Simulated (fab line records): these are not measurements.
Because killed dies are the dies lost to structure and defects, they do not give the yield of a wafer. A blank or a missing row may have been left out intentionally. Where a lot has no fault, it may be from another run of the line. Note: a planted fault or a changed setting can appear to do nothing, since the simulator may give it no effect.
fab line records | flow n5Finfet | part 1 of 2: steps 1 to 23 of 33
[record] lots = 5 wafers = 15 lastDay = 21
route steps=1938 shown BEOL_M5@1159
lots untouched by any fault: they come from a run of this same line in which no faults occurred
startH: start of the lot's first displayed wafer, in hours after the record's first day | waitH: time in hours since the lot's previous step | " identical to the entry in the row above | L1.1+2: several wafers, shown together as one row | - no value present, or no start provided | * or withheld: withheld | < > ~ a bound
route shown NAME@n: a module of which the file shows steps, and the number in the route of the first | usual: mean/standard deviation of fault-free wafers | same: alike in all rows | chamber/n: place in a boat | sites: each site's reading | _std_site: standard deviation across them | _edge_site: outer sites' mean less inner sites' | radiusMm: how far each site lies from the wafer's centre | mask NAME#n: copy n | behind: the last tool/chamber to shape the wafer | hold: the reason the lot was held/the length of the hold in hours/how it ended | device: which transistor (n, p or np) failed to switch | end of line: the route-end tests of the same wafers | where a step has no rows: the recipe by itself | killed: the dies lost at the first sort to structure and to defects; this is not the yield of the wafer | map: dies across one wafer; x = killed, . = not, _ = none there
set.NAME: the setting that was run; set.NAME@STEP: the one run at that earlier step | model.NAME: the simulator's own value behind a step, which no gauge read
lots at selected steps of the route; one table per step, one row per wafer
services: a tool's chamber out of use, with start hour (startH, from the record's first day; less than 0 if before it), hours out, and reason
[[steps]]
[step N5_BEOL_M5_STRIP_36]
[recipe] chemistry = N2/H2 powerW = 450 tempC = 40 pressureMtorr = 20 rfFrequencyHz = 6e+07 overashFraction = 0.3 biasPowerW = 7 h2Frac = 0.5 n2FlowSccm = 200 h2FlowSccm = 200
[usual] drypumpMotorCurrentA = 5.7/0.4 oesProductAu = 0.79/0.087 rfVppV = 59.3/1.4 showerheadPlenumPTorr = 2.52/0.1 throttleValvePct = 23.5/0.35
// columns lot.wafer tool chamber startH waitH drypumpMotorCurrentA oesProductAu rfHoursCounterH rfVppV showerheadPlenumPTorr throttleValvePct
L075.2 rieDiel-06 1 280.92 0.0 5.6 0.76 166 60.8 2.40 23.8
L075.3 " 0 " " 5.7 0.93 36 59.6 2.47 23.0
L075.6 " 1 " " 5.7 0.74 - 60.4 2.40 23.8
L081.3 rieDiel-02 1 304.25 0.0 4.8 0.75 184 58.4 2.52 24.0
L081.4 " 3 " " 5.4 0.80 75 60.0 2.67 23.4
L081.5 " 3 " " 5.4 0.79 - 58.6 2.67 23.4
L087.3 rieDiel-06 3 361.39 0.0 5.4 0.86 48 58.3 2.70 24.1
L087.4 " 0 " " 5.7 0.87 62 58.9 2.46 23.0
L087.5 " 3 " " 5.4 0.87 - 60.4 2.70 24.1
L094.2 rieDiel-02 0 391.14 0.0 5.8 0.78 140 59.9 2.42 23.5
L094.5 " 0 " " 5.8 0.77 - 58.7 2.42 23.5
L094.6 " 3 " " 5.4 0.77 - 59.3 2.66 23.4
L096.2 rieDiel-06 3 395.60 0.0 5.4 0.85 60 59.1 2.70 24.1
L096.3 " 2 " " 5.8 0.67 232 60.0 2.61 23.2
L096.4 " 0 " " 5.7 0.87 73 61.0 2.46 23.0
[step N5_BEOL_M5_TRENCH_ETCH_37]
[recipe] chemistry = C4F6/O2 targetDepthA = 716.52 target = SiCOH_lowk timeS = 24.7 ionEnergyEv = 250 pressureMtorr = 30 sourceW = 345 biasW = 185 Ar_flow_sccm = 300 C4F6_flow_sccm = 10 O2_flow_sccm = 10
[usual] drypumpMotorCurrentA = 5.7/0.4 mfcArSccm = 300.1/0.85 oesProductAu = 0.79/0.086 rfVppV = 665/19 showerheadPlenumPTorr = 2.85/0.1 throttleValvePct = 21.0/0.39
// columns lot.wafer tool chamber startH waitH drypumpMotorCurrentA mfcArSccm oesProductAu rfHoursCounterH rfVppV showerheadPlenumPTorr throttleValvePct
L075.2 rieDiel-06 1 - - 5.6 300.0 0.76 166 662 2.77 21.6
L075.3 " 0 " " 5.7 300.7 0.91 36 684 2.80 20.6
L075.6 " 1 " " 5.6 299.2 0.75 - 662 2.77 21.6
L081.3 rieDiel-02 1 - - 4.8 300.5 0.74 184 650 2.88 21.5
L081.4 " 3 " " 5.4 299.8 0.81 75 665 3.00 20.6
L081.5 " 3 " " 5.4 299.7 0.79 - 666 2.99 20.6
L087.3 rieDiel-06 3 - - 5.4 300.1 0.88 48 694 3.02 21.2
L087.4 " 0 " " 5.7 300.5 0.87 62 684 2.79 20.6
L087.5 " 3 " " 5.4 300.2 0.88 - 693 3.02 21.2
L094.2 rieDiel-02 0 - - 5.8 300.1 0.78 140 654 2.78 21.3
L094.5 " 0 " " 5.8 301.0 0.77 - 656 2.78 21.2
L094.6 " 3 " " 5.4 300.7 0.77 - 667 2.98 20.7
L096.2 rieDiel-06 3 - - 5.4 299.6 0.87 60 692 3.02 21.3
L096.3 " 2 " " 5.8 300.9 0.68 232 660 2.94 20.7
L096.4 " 0 " " 5.7 299.2 0.85 73 684 2.79 20.7
[step N5_BEOL_M5_ETCH_41]
[recipe] chemistry = CH3F/O2 target = SiCN targetDepthA = 315 taperDeg = 2 timeS = 56.7 ionEnergyEv = 120 maskMaterial = TiN pressureMtorr = 30 sourceW = 395 biasW = 75 Ar_flow_sccm = 150 CH3F_flow_sccm = 30 O2_flow_sccm = 20
[usual] drypumpMotorCurrentA = 5.7/0.4 mfcArSccm = 150.0/0.42 oesProductAu = 0.79/0.087 rfVppV = 297.1/1.8 showerheadPlenumPTorr = 2.00/0.074 throttleValvePct = 16.4/0.35
// columns lot.wafer tool chamber startH waitH drypumpMotorCurrentA mfcArSccm oesProductAu rfHoursCounterH rfVppV showerheadPlenumPTorr throttleValvePct
L075.2 rieDiel-06 1 - - 5.6 151.3 0.75 166 295.1 1.94 16.9
L075.3 " 0 " " 5.7 149.3 0.92 36 296.8 1.97 16.0
L075.6 " 1 " " 5.6 150.9 0.75 - 294.6 1.94 16.9
L081.3 rieDiel-02 1 - - 4.9 150.4 0.74 184 297.5 2.02 16.7
L081.4 " 3 " " 5.4 150.1 0.81 75 299.7 2.11 16.0
L081.5 " 3 " " 5.4 150.2 0.81 - 300.3 2.11 16.0
L087.3 rieDiel-06 3 - - 5.4 149.5 0.88 48 300.2 2.13 16.5
L087.4 " 0 " " 5.7 149.8 0.86 62 295.4 1.96 16.0
L087.5 " 3 " " 5.4 149.2 0.88 - 300.1 2.13 16.5
L094.2 rieDiel-02 0 - - 5.8 149.3 0.77 140 294.0 1.94 16.5
L094.5 " 0 " " 5.8 150.3 0.77 - 297.0 1.94 16.5
L094.6 " 3 " " 5.4 150.3 0.77 - 297.8 2.10 16.1
L096.2 rieDiel-06 3 - - 5.4 149.7 0.86 60 299.3 2.12 16.5
L096.3 " 2 " " 5.8 150.1 0.68 232 298.9 2.07 16.1
L096.4 " 0 " " 5.7 150.3 0.86 73 295.8 1.96 16.0
[step N5_BEOL_M5_STRIP_91]
[recipe] chemistry = N2/H2 timeS = 10 powerW = 450 tempC = 40 pressureMtorr = 20 rfFrequencyHz = 6e+07 biasPowerW = 7 n2FlowSccm = 200 h2FlowSccm = 200
[usual] drypumpMotorCurrentA = 5.7/0.4 oesProductAu = 0.79/0.087 rfVppV = 59.2/0.86 showerheadPlenumPTorr = 2.52/0.1 throttleValvePct = 23.5/0.35
// columns lot.wafer tool chamber startH waitH drypumpMotorCurrentA oesProductAu rfHoursCounterH rfVppV showerheadPlenumPTorr throttleValvePct
L075.2 rieDiel-06 1 - - 5.6 0.76 166 58.6 2.40 23.8
L075.3 " 0 " " 5.7 0.92 36 57.3 2.47 23.0
L075.6 " 1 " " 5.7 0.76 - 59.0 2.40 23.8
L081.3 rieDiel-02 1 - - 4.8 0.74 184 59.2 2.52 24.1
L081.4 " 3 " " 5.4 0.80 75 59.3 2.67 23.4
L081.5 " 3 " " 5.4 0.79 - 60.5 2.67 23.4
L087.3 rieDiel-06 3 - - 5.4 0.86 48 59.5 2.70 24.1
L087.4 " 0 " " 5.7 0.87 62 58.8 2.46 23.0
L087.5 " 3 " " 5.4 0.87 - 58.7 2.70 24.1
L094.2 rieDiel-02 0 - - 5.8 0.76 140 59.4 2.42 23.5
L094.5 " 0 " " 5.8 0.76 - 57.9 2.42 23.5
L094.6 " 3 " " 5.4 0.76 - 59.1 2.66 23.4
L096.2 rieDiel-06 3 - - 5.4 0.85 60 59.6 2.70 24.1
L096.3 " 2 " " 5.8 0.67 232 59.2 2.61 23.2
L096.4 " 0 " " 5.7 0.86 73 57.8 2.46 23.0
[step N5_BEOL_M5_OCD_MEAS_38]
[usual] trenchDepthNm = 71.6/1.6
// columns lot.wafer tool chamber startH waitH trenchDepthNm
L075.2 ocd-02 - 281.11 - 71.4
L075.3 " - " " 73.4
L075.6 " - " " 72.6
L081.3 ocd-02 - 304.44 - 71.3
L081.4 " - " " 69.8
L081.5 " - " " 70.4
L087.3 ocd-01 - 361.59 - 71.5
L087.4 " - " " 73.2
L087.5 " - " " 71.4
L094.2 ocd-01 - 391.33 - 73.6
L094.5 " - " " 72.6
L094.6 " - " " 69.5
L096.2 ocd-01 - 395.80 - 72.5
L096.3 " - " " 68.8
L096.4 " - " " 72.6
[step N5_BEOL_M5_HM_STRIP_39]
[recipe] chemistry = peroxideTinStrip material = TiN targetDepthA = 250 tempC = 50 timeS = 158
// columns lot.wafer tool chamber startH waitH
L075.2+3+6 wetBench-05 2,3,4 281.15 0.0
L081.3+4+5 wetBench-03 3,2,0 304.47 0.0
L087.3+4+5 wetBench-03 3,0,1 361.61 0.0
L094.2+5+6 wetBench-05 3,1,7 391.36 0.0
L096.2+3+4 wetBench-03 3,5,4 395.83 0.0
[step N5_BEOL_M5_SRD_40]
[recipe] timeS = 30 tempC = 23 rinseLiquid = diw dry = ipaMarangoni
// columns lot.wafer tool chamber startH waitH
L075.2+3+6 wetBench-05 2,3,4 281.19 0.0
L081.3+4+5 wetBench-03 3,2,0 304.52 0.0
L087.3+4+5 wetBench-03 3,0,1 361.66 0.0
L094.2+5+6 wetBench-05 3,1,7 391.41 0.0
L096.2+3+4 wetBench-03 3,5,4 395.87 0.0
[step N5_BEOL_M5_PRECLEAN_42]
[recipe] chemistry = residueRemover timeS = 60 tempC = 40
// columns lot.wafer tool chamber startH waitH
L075.2+3+6 wetBench-05 2,3,4 281.21 0.0
L081.3+4+5 wetBench-03 3,2,0 304.53 0.0
L087.3+4+5 wetBench-03 3,0,1 361.68 0.0
L094.2+5+6 wetBench-05 3,1,7 391.42 0.0
L096.2+3+4 wetBench-03 3,5,4 395.89 0.0
[step N5_BEOL_M5_SRD_43]
[recipe] timeS = 30 tempC = 23 rinseLiquid = diw dry = ipaMarangoni
// columns lot.wafer tool chamber startH waitH
L075.2+3+6 wetBench-05 2,3,4 281.23 0.0
L081.3+4+5 wetBench-03 3,2,0 304.55 0.0
L087.3+4+5 wetBench-03 3,0,1 361.69 0.0
L094.2+5+6 wetBench-05 3,1,7 391.44 0.0
L096.2+3+4 wetBench-03 3,5,4 395.91 0.0
[step N5_BEOL_M5_CD_MEAS_35]
[recipe] targetCdNm = 28 targetCdYNm = 24 polarity = opening
[usual] cdNm = 28.1/0.35
// columns lot.wafer tool chamber startH waitH cdNm
L075.2 cdSem-02 - 281.27 0.0 28.0
L075.3 " - " " 27.8
L075.6 " - " " 27.8
L081.3 cdSem-03 - 304.59 0.0 27.6
L081.4 " - " " 28.3
L081.5 " - " " 28.0
L087.3 cdSem-02 - 361.74 0.0 28.9
L087.4 " - " " 28.1
L087.5 " - " " 28.7
L094.2 cdSem-01 - 391.48 0.0 28.0
L094.5 " - " " 27.9
L094.6 " - " " 28.4
L096.2 cdSem-01 - 395.95 0.0 29.4
L096.3 " - " " 28.1
L096.4 " - " " 28.2
[step N5_BEOL_M5_CURE_80]
[recipe] tempC = 370 timeS = 120 ambient = DMADMS/He material = SiCOH_lowk
[usual] lampPowerPct = 52.32/0.054 wafer_temp_C_max = 371.6/0.57
// columns lot.wafer tool chamber startH waitH lampPowerPct wafer_temp_C_max
L075.2 uvCure-01 0 281.36 0.1 52.20 371.5
L075.3 " 0 " " 52.39 371.2
L075.6 " 0 " " 52.41 371.5
L081.3 uvCure-03 1 304.73 0.1 52.43 371.6
L081.4 " 1 " " 52.24 370.7
L081.5 " 1 " " 52.43 371.0
L087.3 uvCure-01 1 361.98 0.2 52.30 372.9
L087.4 " 1 " " 52.30 373.2
L087.5 " 1 " " 52.29 373.6
L094.2 uvCure-02 2 391.58 0.1 52.28 371.5
L094.5 " 2 " " 52.34 372.2
L094.6 " 2 " " 52.31 371.3
L096.2 uvCure-03 2 396.04 0.1 52.32 371.3
L096.3 " 2 " " 52.30 370.7
L096.4 " 2 " " 52.27 371.5
[step N5_BEOL_M5_DEGAS_44]
[recipe] ambient = vacuum tempC = 250 timeS = 60
[usual] heaterPowerW = 330/42
// columns lot.wafer tool chamber startH waitH heaterPowerW
L075.2 pvdSputter-03 - 281.88 0.5 300
L075.3 " - " " 401
L075.6 " - " " 352
L081.3 pvdSputter-02 - 305.19 0.4 411
L081.4 " - " " 279
L081.5 " - " " 413
L087.3 pvdSputter-03 - 362.29 0.3 343
L087.4 " - " " 312
L087.5 " - " " 394
L094.2 pvdSputter-03 - 392.01 0.4 394
L094.5 " - " " 386
L094.6 " - " " 315
L096.2 pvdSputter-01 - 396.94 0.9 276
L096.3 " - " " 316
L096.4 " - " " 303
[step N5_BEOL_M5_PRE_CLEAN_45]
[recipe] gas = H2/He timeS = 30 tempC = 250
[usual] heaterPowerW = 329/43
// columns lot.wafer tool chamber startH waitH heaterPowerW
L075.2 pvdSputter-03 - 281.92 0.0 307
L075.3 " - " " 399
L075.6 " - " " 348
L081.3 pvdSputter-02 - 305.23 0.0 410
L081.4 " - " " 271
L081.5 " - " " 410
L087.3 pvdSputter-03 - 362.33 0.0 354
L087.4 " - " " 311
L087.5 " - " " 400
L094.2 pvdSputter-03 - 392.05 0.0 396
L094.5 " - " " 396
L094.6 " - " " 323
L096.2 pvdSputter-01 - 396.98 0.0 281
L096.3 " - " " 313
L096.4 " - " " 305
[step N5_BEOL_M5_ALD_86]
[recipe] material = TaN targetThkA = * tempC = 275 aldPrecursorFamily = PDMAT aldCoReactant = NH3 pressureTorr = 3 carrierFlowSccm = 1500 pulseTimeS = 2 purgeTimeS = 3 coReactantPurgeTimeS = 2 coReactantPulseTimeS = 3 aldCycles = 30 precursorVesselTempC = 75 precursorVesselPressureTorr = 26.25 precursorVesselCarrierSccm = 1000
[usual] heaterPowerW = 434/43 precursorVesselPressureTorr = 26.25/0.056
// columns lot.wafer tool chamber startH waitH heaterPowerW precursorVesselPressureTorr
L075.2 aldMetal-02 3 281.98 0.0 440 26.22
L075.3 " 1 " " 466 26.17
L075.6 " 1 " " 457 26.20
L081.3 aldMetal-02 1 305.31 0.1 455 26.26
L081.4 " 3 " " 438 26.25
L081.5 " 0 " " 346 26.18
L087.3 aldMetal-04 1 362.40 0.1 408 26.32
L087.4 " 2 " " 460 26.22
L087.5 " 3 " " 473 26.20
L094.2 aldMetal-03 2 392.11 0.0 393 26.25
L094.5 " 0 " " 469 26.29
L094.6 " 1 " " 374 26.36
L096.2 aldMetal-04 1 397.17 0.2 410 26.22
L096.3 " 0 " " 523 26.25
L096.4 " 2 " " 464 26.24
[step N5_BEOL_M5_SURFACE_TREAT_87]
[recipe] gas = Ar timeS = * ionEnergyEv = * ionCurrentMaCm2 = 0.5 pressureMtorr = * arFlowSccm = 30
[usual] throttleValvePct = *
// columns lot.wafer tool chamber startH waitH throttleValvePct
L075.2 pvdSputter-03 - 282.32 0.2 *
L075.3 " - " " *
L075.6 " - " " *
L081.3 pvdSputter-02 - 305.73 0.3 *
L081.4 " - " " *
L081.5 " - " " *
L087.3 pvdSputter-03 - 362.69 0.2 *
L087.4 " - " " *
L087.5 " - " " *
L094.2 pvdSputter-03 - 392.63 0.4 *
L094.5 " - " " *
L094.6 " - " " *
L096.2 pvdSputter-01 - 397.44 0.2 *
L096.3 " - " " *
L096.4 " - " " *
[step N5_BEOL_M5_CVD_47]
[recipe] material = Co targetThkA = 30 tempC = withheld precursor = CCTBA/H2 pressureTorr = 30 timeS = 216
// columns lot.wafer tool chamber startH waitH
L075.2+3+6 cvdCo-01 0,1,1 282.41 0.1
L081.3+4+5 cvdCo-02 0,1,0 305.81 0.1
L087.3+4+5 cvdCo-02 2,0,2 362.80 0.1
L094.2+5+6 cvdCo-01 1,0,1 392.76 0.1
L096.2+3+4 cvdCo-02 2,0,1 397.52 0.1
[step N5_BEOL_M5_SPUTTER_48]
[recipe] material = Cu targetThkA = 150 tempC = -20 chamberPressurePa = 0.07 powerW = withheld timeS = 27.62
[usual] throttleValvePct = 30.3/1.2
// columns lot.wafer tool chamber startH waitH throttleValvePct
L075.2 pvdSputter-02 - 282.58 0.1 30.7
L075.3 " - " " 30.2
L075.6 " - " " 28.8
L081.3 pvdSputter-01 - 306.01 0.1 30.4
L081.4 " - " " 32.0
L081.5 " - " " 30.1
L087.3 pvdSputter-01 - 362.96 0.1 28.9
L087.4 " - " " 29.8
L087.5 " - " " 31.4
L094.2 pvdSputter-03 - 393.29 0.5 29.9
L094.5 " - " " 28.8
L094.6 " - " " 28.4
L096.2 pvdSputter-03 - 397.72 0.1 29.9
L096.3 " - " " 28.5
L096.4 " - " " 28.8
[step N5_BEOL_M5_ANNEAL_49]
[recipe] tempC = 400 timeS = 1800 ambient = vacuum
[usual] heaterPowerW = 819/110
// columns lot.wafer tool chamber startH waitH heaterPowerW
L075.2 pvdSputter-02 - 282.66 0.0 1026
L075.3 " - " " 814
L075.6 " - " " 683
L081.3 pvdSputter-01 - 306.09 0.0 680
L081.4 " - " " 1018
L081.5 " - " " 689
L087.3 pvdSputter-01 - 363.04 0.0 778
L087.4 " - " " 715
L087.5 " - " " 765
L094.2 pvdSputter-03 - 393.37 0.0 956
L094.5 " - " " 783
L094.6 " - " " 762
L096.2 pvdSputter-03 - 397.80 0.0 991
L096.3 " - " " 750
L096.4 " - " " 755
[step N5_BEOL_M5_SPUTTER_81]
[recipe] material = Cu targetThkA = 150 tempC = -20 chamberPressurePa = 0.07 powerW = withheld timeS = 27.62
[usual] throttleValvePct = 30.3/1.2
// columns lot.wafer tool chamber startH waitH throttleValvePct
L075.2 pvdSputter-02 - 283.66 0.5 30.7
L075.3 " - " " 30.4
L075.6 " - " " 29.1
L081.3 pvdSputter-01 - 307.10 0.5 29.9
L081.4 " - " " 31.9
L081.5 " - " " 29.8
L087.3 pvdSputter-01 - 364.05 0.5 28.7
L087.4 " - " " 29.9
L087.5 " - " " 31.4
L094.2 pvdSputter-03 - 394.38 0.5 30.3
L094.5 " - " " 29.0
L094.6 " - " " 28.7
L096.2 pvdSputter-03 - 398.80 0.5 30.1
L096.3 " - " " 28.4
L096.4 " - " " 29.0
[step N5_BEOL_M5_ANNEAL_82]
[recipe] tempC = 400 timeS = 1800 ambient = vacuum
[usual] heaterPowerW = 821/120
// columns lot.wafer tool chamber startH waitH heaterPowerW
L075.2 pvdSputter-02 - 283.74 0.0 1028
L075.3 " - " " 785
L075.6 " - " " 698
L081.3 pvdSputter-01 - 307.18 0.0 715
L081.4 " - " " 1042
L081.5 " - " " 691
L087.3 pvdSputter-01 - 364.13 0.0 795
L087.4 " - " " 682
L087.5 " - " " 756
L094.2 pvdSputter-03 - 394.46 0.0 980
L094.5 " - " " 786
L094.6 " - " " 769
L096.2 pvdSputter-03 - 398.88 0.0 1002
L096.3 " - " " 769
L096.4 " - " " 776
[step N5_BEOL_M5_SPUTTER_83]
[recipe] material = Cu targetThkA = 150 tempC = -20 chamberPressurePa = 0.07 powerW = withheld timeS = 27.62
[usual] throttleValvePct = 30.3/1.2
// columns lot.wafer tool chamber startH waitH throttleValvePct
L075.2 pvdSputter-02 - 284.75 0.5 30.9
L075.3 " - " " 30.6
L075.6 " - " " 29.0
L081.3 pvdSputter-01 - 308.18 0.5 30.0
L081.4 " - " " 32.2
L081.5 " - " " 30.1
L087.3 pvdSputter-01 - 365.14 0.5 28.9
L087.4 " - " " 30.1
L087.5 " - " " 31.5
L094.2 pvdSputter-03 - 395.46 0.5 29.7
L094.5 " - " " 29.0
L094.6 " - " " 28.5
L096.2 pvdSputter-03 - 399.89 0.5 30.0
L096.3 " - " " 28.2
L096.4 " - " " 28.7
[step N5_BEOL_M5_ANNEAL_84]
[recipe] tempC = 400 timeS = 1800 ambient = vacuum
[usual] heaterPowerW = 819/110
// columns lot.wafer tool chamber startH waitH heaterPowerW
L075.2 pvdSputter-02 - 284.83 0.0 1005
L075.3 " - " " 778
L075.6 " - " " 693
L081.3 pvdSputter-01 - 308.26 0.0 688
L081.4 " - " " 1005
L081.5 " - " " 682
L087.3 pvdSputter-01 - 365.22 0.0 782
L087.4 " - " " 689
L087.5 " - " " 753
L094.2 pvdSputter-03 - 395.54 0.0 983
L094.5 " - " " 771
L094.6 " - " " 770
L096.2 pvdSputter-03 - 399.97 0.0 981
L096.3 " - " " 781
L096.4 " - " " 756
[step N5_BEOL_M5_SPUTTER_88]
[recipe] material = Cu targetThkA = 150 tempC = -20 chamberPressurePa = 0.07 powerW = withheld timeS = 27.62
[usual] throttleValvePct = 30.3/1.2
// columns lot.wafer tool chamber startH waitH throttleValvePct
L075.2 pvdSputter-02 - 285.84 0.5 30.6
L075.3 " - " " 30.7
L075.6 " - " " 28.9
L081.3 pvdSputter-01 - 309.27 0.5 30.0
L081.4 " - " " 31.8
L081.5 " - " " 30.0
L087.3 pvdSputter-01 - 366.22 0.5 28.9
L087.4 " - " " 29.7
L087.5 " - " " 31.5
L094.2 pvdSputter-03 - 396.55 0.5 29.9
L094.5 " - " " 28.5
L094.6 " - " " 28.5
L096.2 pvdSputter-03 - 400.98 0.5 30.1
L096.3 " - " " 28.4
L096.4 " - " " 28.8
